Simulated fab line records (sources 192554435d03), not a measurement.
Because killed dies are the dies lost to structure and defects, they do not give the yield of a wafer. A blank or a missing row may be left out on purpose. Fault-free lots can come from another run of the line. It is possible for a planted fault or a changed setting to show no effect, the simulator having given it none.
fab line records	flow n5_finfet
[record] lots = 10	wafers = 30	last_day = 17
route steps=1938 shown ILD0@343 SDB@365 BEOL_M4@1111 PASSIVATION@1936
lots untouched by any fault: they come from a run of this same line in which no faults occurred
start_h: hours from the record's opening day to when the first of the lot's shown wafers began	wait_h: time in hours since the lot's previous step	" same as the row above	L1.1+2: a single row standing in for several wafers	- no value, or no start was given	* or withheld: withheld	< > ~ a bound
route shown NAME@n: NAME is a module with steps in the file, n the number in the route of the first one	usual: average and standard deviation across the fault-free wafers	same: alike in all rows	chamber/n: place in a boat	sites: the reading at each site	_std_site: the values' standard deviation	_edge_site: mean of outer sites minus mean of inner sites	radius_mm: for every site, how far away it sits from the centre of the wafer	mask NAME#n: copy n	behind: the tool/chamber that last shaped the wafer	hold: the reason the lot was held/the length of the hold in hours/how it ended	device: names the non-switching transistor (n, p or np)	end of line: at the end of the route, the tests of the same wafers	where a step has no rows: the recipe by itself	killed: the dies lost at the first sort to structure and to defects; this is not the yield of the wafer	map: a wafer's dies, marking killed ones x, the rest . and places with no die _
set.NAME: the setting as run; set.NAME@STEP: as run at that earlier step	model.NAME: the simulator's own value behind a step, which no gauge read
one table for each step of the route and one row for each wafer, over a sample of lots
services: a tool's chamber out of use, with start hour (start_h, from the record's first day; less than 0 if before it), hours out, and reason
[[steps]]
[step N5_ILD0_ALD_15]
[recipe] material = SiNx	target_thk_a = 240	temp_c = 400	ald_precursor_family = SiH2I2	ald_co_reactant = N2/H2-plasma	pulse_time_s = 1	ald_cycles = 480	purge_time_s = 2	co_reactant_purge_time_s = 2	pressure_torr = 2
[usual] chamber_pressure_Torr = 2.000/0.0045	heater_power_w = 836/120	precursor_pulse_height_rel = 1.000/0.021
[same] purge_time_s = 2
lot.wafer	tool	chamber	start_h	wait_h	chamber_pressure_Torr	heater_power_w	precursor_pulse_height_rel
L515.1	ald_sin-03	2	62.95	0.6	2.000	1011	1.017
L515.4	"	1	"	"	1.999	1145	0.989
L515.6	"	0	64.03	1.1	1.997	725	1.006
L524.2	ald_sin-04	2	118.33	0.5	2.007	681	1.018
L524.4	"	3	"	"	1.995	775	0.981
L524.6	"	1	119.42	1.1	1.989	682	1.050
L526.2	ald_sin-02	1	130.15	0.5	1.996	873	0.976
L526.3	"	0	"	"	1.996	800	1.015
L526.6	"	3	131.23	1.2	2.000	926	1.012
L527.3	ald_sin-02	0	134.84	0.4	2.007	816	0.984
L527.4	"	1	"	"	1.996	902	1.014
L527.6	"	0	135.92	1.1	2.001	833	0.991
L529.3	ald_sin-03	3	146.94	0.4	1.996	883	0.964
L529.4	"	0	"	"	1.999	677	1.000
L529.6	"	2	148.02	1.1	2.000	977	1.041
L531.2	ald_sin-04	1	158.21	0.5	1.997	697	1.001
L531.5	"	1	159.29	1.2	1.996	709	1.004
L531.6	"	2	"	"	2.002	726	0.997
L532.1	ald_sin-02	0	168.11	0.6	2.003	845	1.001
L532.4	"	2	"	"	2.000	805	1.020
L532.5	"	3	169.19	1.2	2.004	939	0.963
L533.1	ald_sin-04	3	169.65	0.6	2.007	802	1.001
L533.2	"	2	"	"	2.001	715	0.972
L533.5	"	3	170.74	1.2	2.002	776	0.975
L535.2	ald_sin-03	2	187.54	0.8	2.000	974	0.987
L535.3	"	0	"	"	2.018	679	1.015
L535.6	"	3	188.63	1.4	2.000	910	0.959
L538.2	ald_sin-03	1	198.76	0.5	1.996	1186	1.028
L538.4	"	2	"	"	2.001	958	1.017
L538.5	"	0	199.85	1.2	1.996	674	0.988
[step N5_ILD0_THK_MEAS_13]
[usual] thk_nm = 18.0/1.2
lot.wafer	tool	chamber	start_h	wait_h	thk_nm
L515.1	film_metro-02	-	65.64	-	19.0
L515.4	"	-	"	"	18.1
L515.6	"	-	"	"	18.9
L524.2	film_metro-01	-	120.83	-	17.4
L524.4	"	-	"	"	17.0
L524.6	"	-	"	"	17.9
L526.2	film_metro-02	-	132.64	-	18.1
L526.3	"	-	"	"	17.8
L526.6	"	-	"	"	18.2
L527.3	film_metro-01	-	137.33	-	18.1
L527.4	"	-	"	"	18.7
L527.6	"	-	"	"	17.0
L529.3	film_metro-02	-	149.43	-	17.9
L529.4	"	-	"	"	17.6
L529.6	"	-	"	"	17.5
L531.2	film_metro-01	-	160.70	-	17.8
L531.5	"	-	"	"	18.1
L531.6	"	-	"	"	16.1
L532.1	film_metro-02	-	170.77	-	18.9
L532.4	"	-	"	"	19.5
L532.5	"	-	"	"	19.2
L533.1	film_metro-02	-	172.14	-	19.5
L533.2	"	-	"	"	19.9
L533.5	"	-	"	"	19.4
L535.2	film_metro-02	-	190.04	-	20.2
L535.3	"	-	"	"	18.9
L535.6	"	-	"	"	18.2
L538.2	film_metro-01	-	201.26	-	18.2
L538.4	"	-	"	"	16.5
L538.5	"	-	"	"	17.2
[step N5_ILD0_INSPECT_06]
[recipe] inspect_instrument = darkfield	mode = post_cmp
[usual] raw_defect_count = 38/18
lot.wafer	tool	chamber	start_h	wait_h	raw_defect_count
L515.1	defect_inspect-02	-	65.67	0.0	22
L515.4	"	-	"	"	27
L515.6	"	-	"	"	16
L524.2	defect_inspect-02	-	120.85	0.0	28
L524.4	"	-	"	"	37
L524.6	"	-	"	"	31
L526.2	defect_inspect-01	-	132.67	0.0	22
L526.3	"	-	"	"	43
L526.6	"	-	"	"	24
L527.3	defect_inspect-02	-	137.36	0.0	53
L527.4	"	-	"	"	19
L527.6	"	-	"	"	58
L529.3	defect_inspect-02	-	149.46	0.0	29
L529.4	"	-	"	"	19
L529.6	"	-	"	"	23
L531.2	defect_inspect-01	-	160.73	0.0	50
L531.5	"	-	"	"	70
L531.6	"	-	"	"	47
L532.1	defect_inspect-01	-	170.79	0.0	42
L532.4	"	-	"	"	37
L532.5	"	-	"	"	31
L533.1	defect_inspect-02	-	172.17	0.0	12
L533.2	"	-	"	"	14
L533.5	"	-	"	"	43
L535.2	defect_inspect-02	-	190.06	0.0	43
L535.3	"	-	"	"	38
L535.6	"	-	"	"	40
L538.2	defect_inspect-01	-	201.28	0.0	55
L538.4	"	-	"	"	63
L538.5	"	-	"	"	39
[step N5_SDB_STRIP_22]
[recipe] chemistry = N2/H2	power_w = 1000	temp_c = 250	h2_frac = 0.65	overash_fraction = 0.3	pressure_mtorr = withheld	n2_flow_sccm = 1750	h2_flow_sccm = 3250
[usual] drypump_motor_current_A = 5.8/0.44	heater_power_w = 354/27	oes_product_au = 0.714/0.0046	strip_time_to_endpoint_s = 96.2/0.41
lot.wafer	tool	chamber	start_h	wait_h	drypump_motor_current_A	heater_power_w	oes_product_au	rf_hours_counter_h	strip_time_to_endpoint_s
L515.1	plasma_asher-02	1	66.61	0.1	5.9	313	0.710	83	96.3
L515.4	"	1	"	"	5.9	322	0.722	-	96.4
L515.6	"	1	"	"	5.9	316	0.716	-	96.4
L524.2	plasma_asher-02	1	121.76	0.1	5.9	316	0.710	97	96.1
L524.4	"	0	"	"	5.8	391	0.679	-	102.4
L524.6	"	0	"	"	5.8	379	0.684	-	101.9
L526.2	plasma_asher-02	1	133.56	0.1	5.9	310	0.715	99	95.8
L526.3	"	0	"	"	5.9	386	0.691	-	101.1
L526.6	"	0	"	"	5.8	387	0.687	-	101.5
L527.3	plasma_asher-02	0	138.16	0.1	5.8	392	0.680	-	101.4
L527.4	"	1	"	"	5.9	322	0.713	-	95.7
L527.6	"	0	"	"	5.9	376	0.685	-	101.6
L529.3	plasma_asher-01	0	150.38	0.1	5.0	359	0.707	-	95.8
L529.4	"	1	"	"	6.3	351	0.715	-	96.1
L529.6	"	0	"	"	5.0	358	0.715	-	95.5
L531.2	plasma_asher-01	1	161.63	0.1	6.4	360	0.720	53	96.9
L531.5	"	1	"	"	6.4	347	0.710	-	97.0
L531.6	"	0	"	"	5.0	355	0.714	-	96.8
L532.1	plasma_asher-01	1	171.55	0.1	6.4	349	0.714	55	96.9
L532.4	"	1	"	"	6.3	359	0.719	-	96.4
L532.5	"	0	"	"	5.0	369	0.713	-	96.8
L533.1	plasma_asher-01	1	173.16	0.1	6.4	361	0.705	55	96.5
L533.2	"	0	"	"	5.0	360	0.708	55	96.1
L533.5	"	1	"	"	6.4	351	0.717	-	96.0
L535.2	plasma_asher-01	0	190.95	0.1	5.0	362	0.712	58	95.2
L535.3	"	0	"	"	5.0	361	0.719	-	95.9
L535.6	"	0	"	"	5.0	359	0.716	-	95.5
L538.2	plasma_asher-01	1	202.83	0.3	6.4	363	0.715	61	96.1
L538.4	"	1	"	"	6.4	361	0.714	-	96.6
L538.5	"	0	"	"	5.0	367	0.716	-	96.0
[step N5_BEOL_M4_RC_MEAS_101]
[usual] DIBL_N = 36.8/1.5	DIBL_P = 37.1/2.1	IOFF_N = 0.168/0.03	IOFF_P = 0.22/0.034	ION_N = 679/12	ION_P = 466/8	SS_N = 71.7/0.58	SS_P = 73.5/0.67	VT_N = 248.8/2.7	VT_P = -250/3.3
lot.wafer	tool	chamber	start_h	wait_h	DIBL_N[mV/V]	DIBL_P[mV/V]	IOFF_N[nA/um]	IOFF_P[nA/um]	ION_N[uA/um]	ION_P[uA/um]	SS_N[mV/dec]	SS_P[mV/dec]	VT_N[mV]	VT_P[mV]
L515.1	prober-02	0	156.19	0.0	38.6	39.9	0.204	0.24	683	463	73.2	74.1	247.3	-249
L515.4	"	0	"	"	34.9	35.0	0.135	0.17	662	455	71.3	73.5	250.8	-256
L515.6	"	0	"	"	38.5	39.9	0.213	0.25	679	466	71.6	74.3	244.0	-247
L524.2	prober-01	0	209.36	0.2	38.6	40.4	0.222	0.23	688	457	71.9	74.1	245.8	-253
L524.4	"	0	"	"	35.1	36.2	0.148	0.16	680	458	70.8	72.7	249.5	-257
L524.6	"	0	"	"	37.7	38.2	0.178	0.20	673	457	72.5	73.5	249.2	-254
L526.2	prober-01	0	237.39	0.2	35.2	34.7	0.149	0.19	680	466	71.2	73.7	248.8	-253
L526.3	"	0	"	"	34.9	33.7	0.131	0.18	663	459	71.7	73.0	252.6	-254
L526.6	"	0	"	"	33.5	31.6	0.115	0.15	658	449	71.1	72.5	254.1	-255
L527.3	prober-02	0	240.63	0.3	37.1	39.3	0.176	0.24	677	463	72.4	73.6	250.6	-246
L527.4	"	0	"	"	36.8	40.2	0.175	0.27	670	463	72.5	74.6	249.6	-246
L527.6	"	0	"	"	37.4	40.5	0.181	0.27	674	466	72.5	74.3	247.8	-246
L529.3	prober-02	0	246.82	0.3	41.2	40.8	0.240	0.32	677	468	72.2	76.2	245.5	-248
L529.4	"	0	"	"	36.5	34.4	0.138	0.21	662	464	71.1	73.5	253.0	-251
L529.6	"	0	"	"	35.5	32.9	0.124	0.18	657	455	71.1	72.4	253.3	-249
L531.2	prober-01	0	262.98	0.2	37.2	37.4	0.178	0.23	690	467	71.8	72.4	245.2	-249
L531.5	"	0	"	"	38.1	38.0	0.182	0.25	689	470	71.6	73.9	247.6	-247
L531.6	"	0	"	"	35.6	35.5	0.146	0.20	683	468	70.7	72.7	251.3	-249
L533.1	prober-01	0	268.45	0.0	38.4	38.2	0.189	0.24	696	480	72.0	73.4	246.2	-250
L533.2	"	0	"	"	37.9	37.6	0.169	0.24	677	464	71.6	73.5	245.0	-249
L533.5	"	0	"	"	37.8	38.1	0.193	0.25	708	484	72.4	74.2	243.7	-245
L532.1	prober-01	0	269.38	0.0	35.7	36.8	0.139	0.22	681	472	71.1	73.4	252.4	-251
L532.4	"	0	"	"	33.8	33.9	0.118	0.17	674	468	70.9	72.4	253.6	-252
L532.5	"	0	"	"	37.9	39.5	0.169	0.27	676	471	71.7	73.9	244.6	-246
L535.2	prober-02	0	294.62	0.2	38.9	37.8	0.177	0.19	678	460	72.3	73.9	247.2	-256
L535.3	"	0	"	"	36.8	35.5	0.135	0.17	675	459	70.8	73.3	254.0	-256
L535.6	"	0	"	"	38.6	36.7	0.174	0.18	683	462	72.4	73.7	249.3	-257
L538.2	prober-01	0	314.67	0.2	37.7	38.6	0.167	0.25	676	467	71.3	73.1	249.5	-246
L538.4	"	0	"	"	38.0	37.2	0.171	0.22	680	469	71.0	72.6	249.2	-248
L538.5	"	0	"	"	35.4	34.7	0.135	0.18	667	455	71.3	72.9	252.4	-251
[step N5_PASSIVATION_PROBE_49]
[usual] defect_limited_yield = 91.0/1.5	killed_at_M0_to_M3 = 34/11	killed_at_M4_up = 14/5.3	killed_at_contacts = 13/7	killed_at_front_end = 41/13	killed_at_other = 4/3.1	killed_dies = 106/17	killed_open = 70/12	killed_short = 35/8	sort_bin_5_function = 5.2/0.98	sort_bin_6_memory = 3.4/0.69	sort_n_pass = 1074/17	sort_yield_pct = 91.0/1.5
[same] gross_dies = 1180	killed_at_back_side = 0	sort_bin_4_leakage[%] = 0	sort_bin_8_speed[%] = 0
lot.wafer	tool	chamber	start_h	wait_h	defect_limited_yield[%]	killed_at_M0_to_M3	killed_at_M4_up	killed_at_contacts	killed_at_front_end	killed_at_other	killed_dies	killed_open	killed_short	sort_bin_5_function[%]	sort_bin_6_memory[%]	sort_n_pass	sort_yield_pct[%]
L533.1	prober-02	-	392.62	0.0	90.6	45	6	10	44	6	111	64	47	6.3	3.0	1069	90.6
L533.2	prober-02	-	392.67	0.1	91.0	37	11	17	32	9	106	76	29	5.0	3.6	1074	91.0
L533.5	prober-02	-	392.82	0.2	91.0	32	14	23	32	5	106	63	42	5.5	3.3	1074	91.0
// killed by level:class
L533.1 DUMMY_GATE:geometric_particle:open=12 BEOL_M0_SAQP:geometric_particle:short=12 BEOL_M1:geometric_particle:open=10 STI_FIN_REVEAL:geometric_particle:open=7 GATE_CUT:geometric_particle:short=7 MOL_CONTACT_COAG:geometric_particle:open=7 BEOL_M0_SAQP:geometric_particle:open=6 FIN_SAQP:geometric_particle:open=5
L533.2 BEOL_M0_SAQP:geometric_particle:open=13 MOL_CONTACT_COAG:geometric_particle:open=10 STI_FIN_REVEAL:geometric_particle:open=8 FIN_SAQP:geometric_particle:open=7 MOL_CONTACT_COAG:geometric_particle:short=7 BEOL_M4:geometric_particle:open=6 BEOL_M1:geometric_particle:open=5 GATE_CUT:geometric_particle:short=4
L533.5 MOL_CONTACT_COAG:geometric_particle:open=19 GATE_CUT:geometric_particle:short=7 BEOL_M0_SAQP:geometric_particle:open=7 BEOL_M4:geometric_particle:open=6 BEOL_M0_SAQP:geometric_particle:short=5 BEOL_M3:geometric_particle:open=5 GATE_CUT:geometric_particle:open=4 MOL_CONTACT_COAG:geometric_particle:short=4
[[services]]
tool	chamber	start_h	hours	kind
plasma_asher-02	-	40.51	1.3	repair
ald_sin-02	-	59.93	6.0	pm
ald_sin-02	2	80.05	5.9	repair
plasma_asher-01	-	80.62	13.4	repair
ald_sin-03	-	85.32	14.0	pm
ald_sin-03	0	85.32	14.0	vent_cycle
ald_sin-03	1	85.32	14.0	vent_cycle
ald_sin-03	2	85.32	14.0	vent_cycle
ald_sin-03	3	85.32	14.0	vent_cycle
ald_sin-03	0	99.32	-	clean
ald_sin-03	1	99.32	-	clean
ald_sin-03	2	99.32	-	clean
ald_sin-03	3	99.32	-	clean
ald_sin-04	-	115.62	1.8	repair
ald_sin-04	-	176.82	14.0	pm
ald_sin-04	0	176.82	14.0	vent_cycle
ald_sin-04	1	176.82	14.0	vent_cycle
ald_sin-04	2	176.82	14.0	vent_cycle
ald_sin-04	3	176.82	14.0	vent_cycle
ald_sin-02	1	187.06	8.4	repair
ald_sin-04	0	190.82	-	clean
ald_sin-04	1	190.82	-	clean
ald_sin-04	2	190.82	-	clean
ald_sin-04	3	190.82	-	clean
[[key]]
[first_sign] step = N5_SDB_STRIP_22	reading = strip_time_to_endpoint_s	direction = up	sigmas = 13	usual = *	struck = *
[effect] step = N5_SDB_STRIP_22	reading = oes_product_au	direction = down	sigmas = 6.5	usual = 0.714	struck = 0.684
met_at N5_SDB_STRIP_22
struck_lots L524,L526,L527
struck_wafers L524.4,L524.6,L526.3,L526.6,L527.3,L527.6
not_acting_at N5_ILD0_ALD_15,N5_ILD0_THK_MEAS_13,N5_ILD0_INSPECT_06
[fault] kind = process_parameter_drift	tool = plasma_asher-02	chamber = 0	onset_h = 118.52	steps = N5_SDB_STRIP_22	channel = power_w	offset = *	shape = step	end_h = 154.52	acts_in = *	stated = *
